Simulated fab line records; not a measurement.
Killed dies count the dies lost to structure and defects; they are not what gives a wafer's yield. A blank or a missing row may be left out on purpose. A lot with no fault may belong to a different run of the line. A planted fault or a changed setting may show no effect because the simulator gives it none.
fab line records	flow n5_finfet
record: lots: 24	wafers: 72	last_day: 18
route steps=1938 shown BEOL_M3@966
lots with no fault: from the same line, run without faults
start_h: start of the lot's first displayed wafer, in hours after the record's first day	wait_h: time in hours since the lot's previous step	" unchanged from the row above	L1.1+2: one row covering several wafers at once	- either no value or no given start	* or withheld: withheld	< > ~ a bound
route shown NAME@n: a module of which the file shows steps, and the number in the route of the first	usual: mean/standard deviation taken from wafers without a fault	same: alike in all rows	chamber/n: place in a boat	sites: each site's reading	_std_site: standard deviation across them	_edge_site: outer sites' mean less inner sites'	radius_mm: for every site, how far away it sits from the centre of the wafer	mask NAME#n: copy n	behind: tool/chamber where the wafer was last shaped	hold: the reason the lot was held/the length of the hold in hours/how it ended	device: which transistor (n, p or np) failed to switch	end of line: the same wafers' tests at the end of the route	a step given without rows: its recipe and nothing more	killed: dies lost to structure and defects at the first sort, not the wafer's yield	map: the dies of a wafer, with x for killed, . for not killed, _ for no die there
set.NAME: the setting as run; set.NAME@STEP: as run at that earlier step	model.NAME: the simulator's own value behind a step, which no gauge read
route steps across a sampled set of lots; one table per step, one row per wafer
services: the hour from which a tool's chamber was out of use, counted from the record's first day as start_h (under 0 if before that day), plus the number of hours and why
== steps ==
step: N5_BEOL_M3_CD_MEAS_28
recipe: target_cd_nm: 25.7	landing_energy_ev: 500	detector: se_inlens	target_cd_y_nm: 23.3	polarity: opening
usual: cd_nm: 25.68/0.22
lot.wafer	tool	chamber	start_h	wait_h	cd_nm
L074.1	cd_sem-03	0	145.22	-	25.63
L074.4	"	0	"	"	25.44
L074.5	"	0	"	"	25.56
L075.2	cd_sem-01	0	149.48	-	25.41
L075.4	"	0	"	"	25.85
L075.6	"	0	"	"	25.38
L076.1	cd_sem-03	0	155.79	-	25.76
L076.2	"	0	"	"	25.32
L076.4	"	0	"	"	25.51
L077.1	cd_sem-03	0	162.35	-	26.05
L077.2	"	0	"	"	25.71
L077.5	"	0	"	"	25.51
L078.2	cd_sem-01	0	173.53	-	25.96
L078.4	"	0	"	"	25.68
L078.6	"	0	"	"	25.89
L079.3	cd_sem-01	0	173.83	-	25.13
L079.4	"	0	"	"	25.69
L079.6	"	0	"	"	25.61
L080.3	cd_sem-03	0	181.69	-	25.39
L080.5	"	0	"	"	25.45
L080.6	"	0	"	"	25.48
L081.2	cd_sem-03	0	191.50	-	25.57
L081.3	"	0	"	"	26.02
L081.4	"	0	"	"	26.07
L082.2	cd_sem-03	0	198.55	-	25.72
L082.4	"	0	"	"	25.55
L082.6	"	0	"	"	25.85
L083.1	cd_sem-02	0	200.08	-	25.55
L083.2	"	0	"	"	25.79
L083.3	"	0	"	"	25.94
L084.2	cd_sem-02	0	210.20	-	25.68
L084.4	"	0	"	"	25.89
L084.5	"	0	"	"	25.47
L085.1	cd_sem-01	0	215.57	-	25.61
L085.3	"	0	"	"	25.57
L085.5	"	0	"	"	25.76
L086.2	cd_sem-03	0	221.68	-	26.03
L086.3	"	0	"	"	25.86
L086.6	"	0	"	"	26.02
L087.1	cd_sem-03	0	222.40	-	25.95
L087.3	"	0	"	"	25.73
L087.6	"	0	"	"	25.54
L089.1	cd_sem-01	0	235.15	-	25.85
L089.5	"	0	"	"	25.37
L089.6	"	0	"	"	25.36
L088.1	cd_sem-02	0	240.78	-	25.83
L088.4	"	0	"	"	25.94
L088.6	"	0	"	"	25.82
L090.1	cd_sem-03	0	240.98	-	25.52
L090.3	"	0	"	"	25.51
L090.4	"	0	"	"	25.30
L093.1	cd_sem-02	0	257.42	-	25.55
L093.3	"	0	"	"	25.90
L093.4	"	0	"	"	25.62
L091.2	cd_sem-02	0	262.11	-	26.10
L091.5	"	0	"	"	25.28
L091.6	"	0	"	"	25.81
L092.1	cd_sem-03	0	262.47	-	25.72
L092.2	"	0	"	"	25.59
L092.4	"	0	"	"	25.35
L094.1	cd_sem-02	0	264.27	-	25.71
L094.5	"	0	"	"	25.69
L094.6	"	0	"	"	25.82
L095.3	cd_sem-03	0	268.04	-	25.49
L095.4	"	0	"	"	25.53
L095.6	"	0	"	"	25.41
L096.1	cd_sem-03	0	282.41	-	25.92
L096.4	"	0	"	"	25.86
L096.5	"	0	"	"	25.52
L097.1	cd_sem-03	0	304.50	-	25.78
L097.3	"	0	"	"	25.60
L097.5	"	0	"	"	25.51
step: N5_BEOL_M3_DESCUM_33
recipe: chemistry: O2	time_s: 7	source_power_w: 50	bias_power_w: 20	pressure_mtorr: 20	rf_frequency_hz: 2.712e+07	temp_c: 40	resist: CAR-EUV	o2_flow_sccm: 225
usual: drypump_motor_current_A: 5.8/0.43	oes_product_au: 0.78/0.091	rf_vpp_V: 242.7/1.4	showerhead_plenum_p_Torr: 2.06/0.067	temp_c: 40.00/0.12	throttle_valve_pct: 20.37/0.28
lot.wafer	tool	chamber	start_h	wait_h	drypump_motor_current_A	oes_product_au	rf_hours_counter_h	rf_vpp_V	showerhead_plenum_p_Torr	temp_c	throttle_valve_pct
L074.1	rie_diel-03	2	145.51	0.2	6.2	0.75	155	241.4	2.00	39.92	20.34
L074.4	"	3	"	"	6.2	0.81	95	243.9	2.03	39.89	20.40
L074.5	"	1	"	"	4.7	0.67	-	244.3	2.14	39.96	20.50
L075.2	rie_diel-03	2	149.60	0.0	6.2	0.74	156	240.3	2.00	39.95	20.36
L075.4	"	3	"	"	6.2	0.81	96	243.0	2.03	40.06	20.41
L075.6	"	3	"	"	6.2	0.81	-	242.1	2.03	39.99	20.40
L076.1	rie_diel-03	2	155.91	0.0	6.2	0.74	158	241.2	2.00	39.81	20.32
L076.2	"	3	"	"	6.2	0.80	98	241.6	2.03	39.97	20.45
L076.4	"	0	"	"	6.1	0.76	170	240.3	2.01	40.05	20.57
L077.1	rie_diel-04	2	162.58	0.1	5.7	0.67	243	244.2	2.05	40.03	20.58
L077.2	"	1	"	"	6.1	0.76	152	245.3	2.18	39.79	20.28
L077.5	"	3	"	"	5.9	0.72	-	242.6	2.07	40.03	20.60
L078.2	rie_diel-04	3	173.67	0.1	5.8	0.74	211	242.1	2.07	40.20	20.63
L078.4	"	1	"	"	6.1	0.76	156	245.8	2.18	39.94	20.29
L078.6	"	1	"	"	6.1	0.76	-	244.0	2.18	39.79	20.30
L079.3	rie_diel-04	0	174.12	0.2	5.6	0.70	200	243.9	2.07	39.98	20.72
L079.4	"	3	"	"	5.8	0.72	211	242.7	2.07	39.87	20.61
L079.6	"	0	"	"	5.6	0.70	-	242.9	2.07	40.02	20.73
L080.3	rie_diel-02	1	181.81	0.0	5.7	0.77	138	240.3	1.93	39.99	19.93
L080.5	"	0	"	"	5.7	0.75	-	243.5	2.09	39.71	20.62
L080.6	"	2	"	"	5.2	0.98	-	244.4	2.07	39.88	19.97
L081.2	rie_diel-03	0	191.62	0.0	6.1	0.76	181	241.9	2.00	39.96	20.61
L081.3	"	3	"	"	6.2	0.79	109	241.9	2.02	40.12	20.42
L081.4	"	0	"	"	6.1	0.76	-	241.7	2.00	39.98	20.59
L082.2	rie_diel-04	1	198.67	0.0	6.1	0.75	165	245.1	2.18	39.86	20.29
L082.4	"	0	"	"	5.6	0.70	-	244.6	2.07	40.02	20.73
L082.6	"	3	"	"	5.8	0.72	-	242.8	2.07	39.92	20.63
L083.1	rie_diel-02	0	200.21	0.0	5.7	0.74	153	242.8	2.09	40.23	20.63
L083.2	"	2	"	"	5.2	0.95	7	241.3	2.06	39.94	19.97
L083.3	"	1	"	"	5.7	0.76	144	240.2	1.92	40.01	19.96
L084.2	rie_diel-03	2	210.32	0.0	6.2	0.72	175	243.9	1.99	40.06	20.36
L084.4	"	1	"	"	4.8	0.97	5	243.2	2.14	39.94	20.12
L084.5	"	1	"	"	4.7	0.97	-	243.6	2.14	40.19	20.11
L085.1	rie_diel-04	0	215.69	0.0	5.6	0.69	214	243.4	2.07	39.93	20.76
L085.3	"	1	"	"	6.1	0.75	169	244.0	2.17	40.09	20.30
L085.5	"	1	"	"	6.1	0.75	-	242.4	2.17	40.00	20.31
L086.2	rie_diel-04	1	222.11	0.3	6.1	0.74	171	244.2	2.17	39.96	20.32
L086.3	"	0	"	"	5.6	0.69	216	242.0	2.07	39.93	20.75
L086.6	"	3	"	"	5.8	0.72	-	243.6	2.07	40.08	20.64
L087.1	rie_diel-04	2	222.52	0.0	5.7	0.95	6	241.6	2.05	39.87	20.23
L087.3	"	3	"	"	5.8	0.72	228	243.3	2.07	39.92	20.64
L087.6	"	0	"	"	5.6	0.69	-	242.7	2.07	39.88	20.77
L089.1	rie_diel-03	3	235.30	0.1	6.2	0.78	122	242.0	2.02	40.15	20.48
L089.5	"	0	"	"	6.1	0.74	-	241.0	2.00	40.09	20.63
L089.6	"	1	"	"	4.7	0.95	-	243.0	2.14	40.05	20.12
L088.1	rie_diel-03	1	240.91	0.0	4.7	0.95	14	244.5	2.13	39.94	20.11
L088.4	"	0	"	"	6.1	0.74	196	241.6	2.00	40.00	20.61
L088.6	"	3	"	"	6.2	0.78	-	242.1	2.02	40.01	20.47
L090.1	rie_diel-02	0	241.10	0.0	5.7	0.73	165	243.7	2.09	40.01	20.65
L090.3	"	2	"	"	5.2	0.92	18	242.8	2.06	39.80	20.01
L090.4	"	3	"	"	6.3	0.92	15	244.0	2.13	39.94	19.83
L093.1	rie_diel-02	2	257.56	0.0	5.1	0.91	23	241.1	2.06	39.80	19.99
L093.3	"	1	"	"	5.7	0.74	160	239.9	1.92	40.05	19.97
L093.4	"	3	"	"	6.3	0.92	19	243.1	2.13	39.95	19.85
L091.2	rie_diel-02	3	262.37	0.2	6.2	0.90	21	244.1	2.13	39.92	19.84
L091.5	"	2	"	"	5.2	0.90	-	242.1	2.06	39.95	20.00
L091.6	"	3	"	"	6.3	0.91	-	244.6	2.13	39.86	19.84
L092.1	rie_diel-04	0	263.04	0.5	5.6	0.68	230	243.7	2.06	40.06	20.77
L092.2	"	1	"	"	6.1	0.73	185	244.0	2.17	40.05	20.33
L092.4	"	2	"	"	5.7	0.91	-	243.7	2.04	39.95	20.24
L094.1	rie_diel-03	2	264.40	0.0	6.2	0.71	191	240.8	1.99	39.70	20.39
L094.5	"	2	"	"	6.2	0.72	-	240.4	1.99	40.13	20.37
L094.6	"	3	"	"	6.2	0.78	-	243.1	2.01	40.11	20.45
L095.3	rie_diel-02	2	268.16	0.0	5.2	0.90	28	241.0	2.06	40.02	20.01
L095.4	"	1	"	"	5.7	0.75	164	239.8	1.92	40.01	19.99
L095.6	"	0	"	"	5.7	0.72	-	242.3	2.08	40.31	20.66
L096.1	rie_diel-04	3	283.43	0.9	5.8	0.70	244	243.0	2.06	40.00	20.66
L096.4	"	1	"	"	6.1	0.74	193	243.9	2.16	39.96	20.34
L096.5	"	3	"	"	5.8	0.71	-	242.5	2.06	39.98	20.65
L097.1	rie_diel-02	3	304.62	0.0	6.3	0.88	31	243.2	2.12	40.05	19.86
L097.3	"	1	"	"	5.7	0.74	171	242.0	1.92	40.28	20.00
L097.5	"	3	"	"	6.3	0.87	-	242.1	2.12	40.12	19.86
step: N5_BEOL_M3_ETCH_77
recipe: chemistry: N2/H2	target: underlayer	target_depth_a: 65	mask_material: CAR-EUV	time_s: 5.2	ion_energy_ev: 200	pressure_mtorr: 30	source_w: 840	bias_w: 150	n2_flow_sccm: 200	h2_flow_sccm: 200	ends: cleared
usual: bias_w: 150.0/0.46	drypump_motor_current_A: 5.8/0.43	etch_rf_on_time_s: 5.20/0.094	oes_product_au: 0.66/0.078	rf_vpp_V: 522.9/2.6	showerhead_plenum_p_Torr: 2.50/0.083	throttle_valve_pct: 17.82/0.28
lot.wafer	tool	chamber	start_h	wait_h	bias_w	drypump_motor_current_A	etch_rf_on_time_s	oes_product_au	rf_hours_counter_h	rf_vpp_V	showerhead_plenum_p_Torr	throttle_valve_pct
L074.1	rie_diel-03	2	145.55	0.0	150.8	6.2	5.24	0.63	155	521.9	2.44	17.92
L074.4	"	3	"	"	150.2	6.2	5.19	0.68	95	523.9	2.46	17.83
L074.5	"	1	"	"	149.8	4.7	5.18	0.57	-	525.0	2.60	17.92
L075.2	rie_diel-03	2	149.63	0.0	151.2	6.2	5.24	0.63	156	522.0	2.44	17.96
L075.4	"	3	"	"	150.2	6.2	5.20	0.69	96	522.0	2.46	17.83
L075.6	"	3	"	"	150.3	6.2	5.25	0.67	-	520.7	2.46	17.83
L076.1	rie_diel-03	2	155.95	0.0	149.9	6.2	5.21	0.63	158	519.7	2.44	17.95
L076.2	"	3	"	"	150.5	6.2	5.22	0.69	98	520.3	2.46	17.82
L076.4	"	0	"	"	149.4	6.1	5.22	0.65	170	521.1	2.43	17.85
L077.1	rie_diel-04	2	162.62	0.0	149.7	5.7	5.39	0.57	243	522.8	2.50	18.05
L077.2	"	1	"	"	149.6	6.1	5.29	0.64	152	525.7	2.65	17.75
L077.5	"	3	"	"	149.5	5.8	5.30	0.62	-	523.8	2.52	18.08
L078.2	rie_diel-04	3	173.70	0.0	149.4	5.8	5.21	0.62	211	524.1	2.51	18.07
L078.4	"	1	"	"	150.3	6.1	5.25	0.65	156	528.4	2.65	17.77
L078.6	"	1	"	"	149.6	6.1	5.21	0.65	-	527.5	2.65	17.77
L079.3	rie_diel-04	0	174.15	0.0	151.4	5.6	5.12	0.60	200	524.4	2.52	18.14
L079.4	"	3	"	"	149.4	5.8	5.13	0.63	211	524.3	2.51	18.09
L079.6	"	0	"	"	150.7	5.6	5.16	0.61	-	523.4	2.52	18.11
L080.3	rie_diel-02	1	181.84	0.0	149.6	5.7	5.05	0.66	138	519.4	2.34	17.38
L080.5	"	0	"	"	150.5	5.7	5.23	0.64	-	522.6	2.54	18.13
L080.6	"	2	"	"	150.0	5.1	4.97	0.84	-	523.5	2.49	17.25
L081.2	rie_diel-03	0	191.65	0.0	149.6	6.1	5.19	0.64	181	522.1	2.42	17.88
L081.3	"	3	"	"	150.2	6.2	5.21	0.68	109	522.0	2.45	17.85
L081.4	"	0	"	"	150.0	6.1	5.23	0.64	-	519.8	2.42	17.89
L082.2	rie_diel-04	1	198.71	0.0	149.9	6.1	5.16	0.64	165	526.8	2.65	17.79
L082.4	"	0	"	"	150.7	5.6	5.20	0.60	-	523.8	2.52	18.15
L082.6	"	3	"	"	150.8	5.8	5.26	0.61	-	522.8	2.51	18.08
L083.1	rie_diel-02	0	200.24	0.0	150.1	5.7	5.30	0.63	153	522.8	2.54	18.11
L083.2	"	2	"	"	150.5	5.2	5.01	0.82	7	522.6	2.49	17.27
L083.3	"	1	"	"	150.8	5.7	5.09	0.65	144	518.9	2.34	17.39
L084.2	rie_diel-03	2	210.36	0.0	150.0	6.2	5.22	0.61	175	522.5	2.43	17.98
L084.4	"	1	"	"	150.4	4.7	4.99	0.85	5	525.8	2.59	17.48
L084.5	"	1	"	"	150.0	4.7	4.99	0.84	-	526.0	2.59	17.51
L085.1	rie_diel-04	0	215.72	0.0	149.9	5.6	5.26	0.59	214	521.8	2.51	18.15
L085.3	"	1	"	"	150.0	6.1	5.20	0.63	169	527.5	2.65	17.80
L085.5	"	1	"	"	150.7	6.1	5.30	0.63	-	526.4	2.65	17.80
L086.2	rie_diel-04	1	222.14	0.0	150.3	6.1	5.21	0.63	171	525.5	2.65	17.79
L086.3	"	0	"	"	150.1	5.6	5.25	0.59	216	521.6	2.51	18.16
L086.6	"	3	"	"	150.1	5.8	5.16	0.61	-	524.0	2.51	18.11
L087.1	rie_diel-04	2	222.56	0.0	149.8	5.7	5.13	0.82	6	522.4	2.49	17.64
L087.3	"	3	"	"	149.8	5.8	5.24	0.60	228	524.2	2.51	18.10
L087.6	"	0	"	"	149.5	5.6	5.24	0.59	-	520.7	2.51	18.15
L089.1	rie_diel-03	3	235.34	0.0	149.5	6.2	5.18	0.66	122	521.1	2.45	17.88
L089.5	"	0	"	"	149.0	6.1	5.22	0.63	-	519.1	2.42	17.90
L089.6	"	1	"	"	150.0	4.7	4.94	0.81	-	525.8	2.59	17.52
L088.1	rie_diel-03	1	240.94	0.0	150.0	4.7	4.97	0.81	14	523.9	2.59	17.50
L088.4	"	0	"	"	149.8	6.1	5.20	0.62	196	520.9	2.42	17.88
L088.6	"	3	"	"	150.5	6.2	5.20	0.66	-	522.5	2.45	17.88
L090.1	rie_diel-02	0	241.14	0.0	150.3	5.7	5.30	0.62	165	521.1	2.54	18.11
L090.3	"	2	"	"	149.8	5.2	5.07	0.78	18	522.0	2.48	17.28
L090.4	"	3	"	"	148.8	6.2	5.19	0.79	15	524.2	2.60	17.41
L093.1	rie_diel-02	2	257.59	0.0	149.4	5.2	5.04	0.77	23	522.0	2.48	17.28
L093.3	"	1	"	"	150.2	5.7	5.08	0.64	160	516.1	2.33	17.46
L093.4	"	3	"	"	150.0	6.3	5.22	0.77	19	524.8	2.60	17.45
L091.2	rie_diel-02	3	262.40	0.0	149.8	6.3	5.21	0.76	21	526.2	2.60	17.44
L091.5	"	2	"	"	149.8	5.2	5.08	0.77	-	522.7	2.48	17.33
L091.6	"	3	"	"	150.5	6.3	5.17	0.76	-	525.3	2.60	17.45
L092.1	rie_diel-04	0	263.07	0.0	150.6	5.6	5.32	0.58	230	524.8	2.51	18.16
L092.2	"	1	"	"	150.2	6.1	5.32	0.62	185	525.7	2.64	17.84
L092.4	"	2	"	"	149.9	5.7	5.19	0.78	-	522.8	2.49	17.69
L094.1	rie_diel-03	2	264.43	0.0	149.9	6.2	5.19	0.61	191	519.4	2.43	17.98
L094.5	"	2	"	"	149.8	6.2	5.22	0.60	-	520.7	2.43	17.99
L094.6	"	3	"	"	149.1	6.2	5.22	0.66	-	521.1	2.45	17.88
L095.3	rie_diel-02	2	268.19	0.0	149.0	5.1	4.99	0.77	28	521.1	2.48	17.27
L095.4	"	1	"	"	149.6	5.7	5.13	0.64	164	521.4	2.33	17.47
L095.6	"	0	"	"	150.0	5.7	5.33	0.61	-	523.4	2.53	18.15
L096.1	rie_diel-04	3	283.46	0.0	149.5	5.8	5.26	0.59	244	522.3	2.50	18.14
L096.4	"	1	"	"	150.2	6.1	5.29	0.62	193	526.0	2.64	17.84
L096.5	"	3	"	"	150.1	5.8	5.27	0.60	-	522.3	2.50	18.14
L097.1	rie_diel-02	3	304.65	0.0	150.2	6.3	5.19	0.75	31	524.7	2.60	17.44
L097.3	"	1	"	"	150.1	5.7	5.13	0.63	171	516.8	2.33	17.44
L097.5	"	3	"	"	149.6	6.3	5.23	0.74	-	525.3	2.59	17.45
step: N5_BEOL_M3_SURFACE_TREAT_85
recipe: gas: Ar	time_s: *	ion_energy_ev: *	ion_current_ma_cm2: 0.5	pressure_mtorr: *	ar_flow_sccm: 30
usual: throttle_valve_pct: *
lot.wafer	tool	chamber	start_h	wait_h	throttle_valve_pct
L074.1	pvd_sputter-03	-	148.63	0.3	*
L074.4	"	-	"	"	*
L074.5	"	-	"	"	*
L075.2	pvd_sputter-02	-	151.74	0.2	*
L075.4	"	-	"	"	*
L075.6	"	-	"	"	*
L076.1	pvd_sputter-02	-	160.27	0.3	*
L076.2	"	-	"	"	*
L076.4	"	-	"	"	*
L077.1	pvd_sputter-03	-	164.19	0.1	*
L077.2	"	-	"	"	*
L077.5	"	-	"	"	*
L078.2	pvd_sputter-01	-	176.68	0.2	*
L078.4	"	-	"	"	*
L078.6	"	-	"	"	*
L079.3	pvd_sputter-01	-	176.81	0.1	*
L079.4	"	-	"	"	*
L079.6	"	-	"	"	*
L080.3	pvd_sputter-03	-	183.13	0.2	*
L080.5	"	-	"	"	*
L080.6	"	-	"	"	*
L081.2	pvd_sputter-03	-	193.16	0.2	*
L081.3	"	-	"	"	*
L081.4	"	-	"	"	*
L082.2	pvd_sputter-03	-	200.01	0.1	*
L082.4	"	-	"	"	*
L082.6	"	-	"	"	*
L083.1	pvd_sputter-02	-	201.95	0.3	*
L083.2	"	-	"	"	*
L083.3	"	-	"	"	*
L084.2	pvd_sputter-01	-	211.81	0.2	*
L084.4	"	-	"	"	*
L084.5	"	-	"	"	*
L085.1	pvd_sputter-03	-	217.40	0.2	*
L085.3	"	-	"	"	*
L085.5	"	-	"	"	*
L086.2	pvd_sputter-03	-	225.33	0.2	*
L086.3	"	-	"	"	*
L086.6	"	-	"	"	*
L087.1	pvd_sputter-02	-	227.99	0.2	*
L087.3	"	-	"	"	*
L087.6	"	-	"	"	*
L089.1	pvd_sputter-02	-	237.09	0.2	*
L089.5	"	-	"	"	*
L089.6	"	-	"	"	*
L088.1	pvd_sputter-01	-	243.63	0.1	*
L088.4	"	-	"	"	*
L088.6	"	-	"	"	*
L090.1	pvd_sputter-02	-	243.83	0.1	*
L090.3	"	-	"	"	*
L090.4	"	-	"	"	*
L093.1	pvd_sputter-03	-	259.93	0.2	*
L093.3	"	-	"	"	*
L093.4	"	-	"	"	*
L091.2	pvd_sputter-02	-	263.60	0.1	*
L091.5	"	-	"	"	*
L091.6	"	-	"	"	*
L092.1	pvd_sputter-03	-	265.72	1.2	*
L092.2	"	-	"	"	*
L092.4	"	-	"	"	*
L094.1	pvd_sputter-02	-	266.58	0.1	*
L094.5	"	-	"	"	*
L094.6	"	-	"	"	*
L095.3	pvd_sputter-02	-	272.37	0.2	*
L095.4	"	-	"	"	*
L095.6	"	-	"	"	*
L096.1	pvd_sputter-03	-	285.73	0.2	*
L096.4	"	-	"	"	*
L096.5	"	-	"	"	*
L097.1	pvd_sputter-01	-	306.72	0.2	*
L097.3	"	-	"	"	*
L097.5	"	-	"	"	*
step: N5_BEOL_M3_ANNEAL_91
recipe: temp_c: 400	time_s: 240	ambient: vacuum
usual: heater_power_w: 857/84
lot.wafer	tool	chamber	start_h	wait_h	heater_power_w
L074.1	pvd_sputter-01	-	150.03	0.0	835
L074.4	"	-	"	"	795
L074.5	"	-	"	"	918
L075.2	pvd_sputter-03	-	153.15	0.0	856
L075.4	"	-	"	"	756
L075.6	"	-	"	"	728
L076.1	pvd_sputter-02	-	161.79	0.0	830
L076.2	"	-	"	"	793
L076.4	"	-	"	"	854
L077.1	pvd_sputter-02	-	165.59	0.0	799
L077.2	"	-	"	"	1051
L077.5	"	-	"	"	828
L078.2	pvd_sputter-01	-	178.08	0.0	813
L078.4	"	-	"	"	886
L078.6	"	-	"	"	838
L079.3	pvd_sputter-03	-	178.31	0.0	743
L079.4	"	-	"	"	753
L079.6	"	-	"	"	857
L080.3	pvd_sputter-03	-	184.55	0.0	750
L080.5	"	-	"	"	840
L080.6	"	-	"	"	744
L081.2	pvd_sputter-01	-	194.64	0.0	915
L081.3	"	-	"	"	911
L081.4	"	-	"	"	830
L082.2	pvd_sputter-03	-	201.54	0.0	866
L082.4	"	-	"	"	852
L082.6	"	-	"	"	751
L083.1	pvd_sputter-03	-	203.58	0.0	865
L083.2	"	-	"	"	865
L083.3	"	-	"	"	763
L084.2	pvd_sputter-01	-	213.21	0.0	910
L084.4	"	-	"	"	843
L084.5	"	-	"	"	852
L085.1	pvd_sputter-01	-	219.29	0.0	840
L085.3	"	-	"	"	907
L085.5	"	-	"	"	899
L086.2	pvd_sputter-03	-	226.97	0.0	864
L086.3	"	-	"	"	837
L086.6	"	-	"	"	756
L087.1	pvd_sputter-03	-	229.43	0.0	845
L087.3	"	-	"	"	761
L087.6	"	-	"	"	858
L089.1	pvd_sputter-03	-	238.90	0.0	733
L089.5	"	-	"	"	754
L089.6	"	-	"	"	875
L088.1	pvd_sputter-01	-	245.03	0.0	888
L088.4	"	-	"	"	902
L088.6	"	-	"	"	899
L090.1	pvd_sputter-02	-	245.43	0.0	847
L090.3	"	-	"	"	928
L090.4	"	-	"	"	801
L093.1	pvd_sputter-02	-	261.40	0.0	1065
L093.3	"	-	"	"	910
L093.4	"	-	"	"	837
L091.2	pvd_sputter-03	-	265.06	0.0	753
L091.5	"	-	"	"	843
L091.6	"	-	"	"	749
L092.1	pvd_sputter-03	-	267.18	0.0	754
L092.2	"	-	"	"	865
L092.4	"	-	"	"	844
L094.1	pvd_sputter-02	-	267.99	0.0	944
L094.5	"	-	"	"	1047
L094.6	"	-	"	"	913
L095.3	pvd_sputter-02	-	274.05	0.0	849
L095.4	"	-	"	"	929
L095.6	"	-	"	"	1059
L096.1	pvd_sputter-02	-	288.96	0.0	827
L096.4	"	-	"	"	1067
L096.5	"	-	"	"	839
L097.1	pvd_sputter-02	-	308.34	0.0	837
L097.3	"	-	"	"	843
L097.5	"	-	"	"	812
step: N5_BEOL_M3_RS_MEAS_58
recipe: thk_meas_gauge: four-point-probe	reads: Co_of_BEOL_M3_CO_CAP_55+Cu_of_BEOL_M3_ECD_50+Co_of_BEOL_M3_CVD_47+TaN_of_BEOL_M3_ALD_84
usual: M3_RS: 0.66/0.031
lot.wafer	tool	chamber	start_h	wait_h	M3_RS[ohm/sq]
L074.1	film_metro-01	-	153.24	0.1	0.69
L074.4	"	-	"	"	0.65
L074.5	"	-	"	"	0.67
L075.2	film_metro-02	-	157.50	0.1	0.62
L075.4	"	-	"	"	0.63
L075.6	"	-	"	"	0.63
L076.1	film_metro-01	-	167.16	0.0	0.69
L076.2	"	-	"	"	0.67
L076.4	"	-	"	"	0.66
L077.1	film_metro-02	-	170.86	0.0	0.68
L077.2	"	-	"	"	0.68
L077.5	"	-	"	"	0.68
L078.2	film_metro-01	-	182.31	0.1	0.70
L078.4	"	-	"	"	0.70
L078.6	"	-	"	"	0.69
L079.3	film_metro-01	-	182.82	0.1	0.65
L079.4	"	-	"	"	0.64
L079.6	"	-	"	"	0.64
L080.3	film_metro-01	-	189.71	0.1	0.67
L080.5	"	-	"	"	0.67
L080.6	"	-	"	"	0.68
L081.2	film_metro-02	-	199.28	0.1	0.78
L081.3	"	-	"	"	0.74
L081.4	"	-	"	"	0.66
L082.2	film_metro-01	-	207.07	0.1	0.67
L082.4	"	-	"	"	0.66
L082.6	"	-	"	"	0.65
L083.1	film_metro-01	-	207.58	0.0	0.66
L083.2	"	-	"	"	0.64
L083.3	"	-	"	"	0.63
L084.2	film_metro-01	-	218.58	0.1	0.72
L084.4	"	-	"	"	0.65
L084.5	"	-	"	"	0.64
L085.1	film_metro-02	-	223.50	0.0	0.69
L085.3	"	-	"	"	0.67
L085.5	"	-	"	"	0.66
L086.2	film_metro-01	-	228.87	0.1	0.70
L086.3	"	-	"	"	0.67
L086.6	"	-	"	"	0.63
L087.1	film_metro-02	-	232.88	0.0	0.67
L087.3	"	-	"	"	0.62
L087.6	"	-	"	"	0.63
L089.1	film_metro-02	-	240.52	0.0	0.67
L089.5	"	-	"	"	0.65
L089.6	"	-	"	"	0.62
L088.1	film_metro-02	-	246.67	0.1	0.71
L088.4	"	-	"	"	0.65
L088.6	"	-	"	"	0.66
L090.1	film_metro-01	-	247.06	0.0	0.66
L090.3	"	-	"	"	0.64
L090.4	"	-	"	"	0.62
L093.1	film_metro-01	-	266.06	0.0	0.67
L093.3	"	-	"	"	0.64
L093.4	"	-	"	"	0.64
L091.2	film_metro-01	-	267.23	0.1	0.64
L091.5	"	-	"	"	0.61
L091.6	"	-	"	"	0.63
L092.1	film_metro-01	-	268.81	0.0	0.69
L092.2	"	-	"	"	0.67
L092.4	"	-	"	"	0.62
L094.1	film_metro-02	-	269.63	0.0	0.62
L094.5	"	-	"	"	0.65
L094.6	"	-	"	"	0.63
L095.3	film_metro-01	-	275.71	0.1	0.69
L095.4	"	-	"	"	0.64
L095.6	"	-	"	"	0.65
L096.1	film_metro-02	-	290.59	0.0	0.69
L096.4	"	-	"	"	0.66
L096.5	"	-	"	"	0.68
L097.1	film_metro-02	-	309.98	0.0	0.69
L097.3	"	-	"	"	0.68
L097.5	"	-	"	"	0.70
== services ==
tool	chamber	start_h	hours	kind
rie_diel-02	1	128.59	14.5	repair
rie_diel-02	2	143.09	-	clean
rie_diel-02	2	143.09	-	consumable_replace:focus_ring
rie_diel-02	2	143.09	35.0	scheduled_down
rie_diel-02	2	143.09	35.0	vent_cycle
rie_diel-03	1	170.57	-	clean
rie_diel-03	1	170.57	-	consumable_replace:focus_ring
rie_diel-03	1	170.57	23.4	scheduled_down
rie_diel-03	1	170.57	23.4	vent_cycle
rie_diel-02	3	178.06	-	clean
rie_diel-02	3	178.06	-	consumable_replace:focus_ring
rie_diel-02	3	178.06	12.3	scheduled_down
rie_diel-02	3	178.06	12.3	vent_cycle
rie_diel-04	2	185.70	-	clean
rie_diel-04	2	185.70	-	consumable_replace:focus_ring
rie_diel-04	2	250.08	2.5	repair
rie_diel-04	3	257.50	8.1	repair
rie_diel-02	-	270.26	14.6	pm
pvd_sputter-03	-	285.89	3.8	repair
rie_diel-02	-	289.47	0.3	repair
rie_diel-04	3	298.96	-	clean
rie_diel-04	3	298.96	-	consumable_replace:focus_ring
rie_diel-04	3	298.96	20.0	scheduled_down
rie_diel-04	3	298.96	20.0	vent_cycle
== key ==
fault none
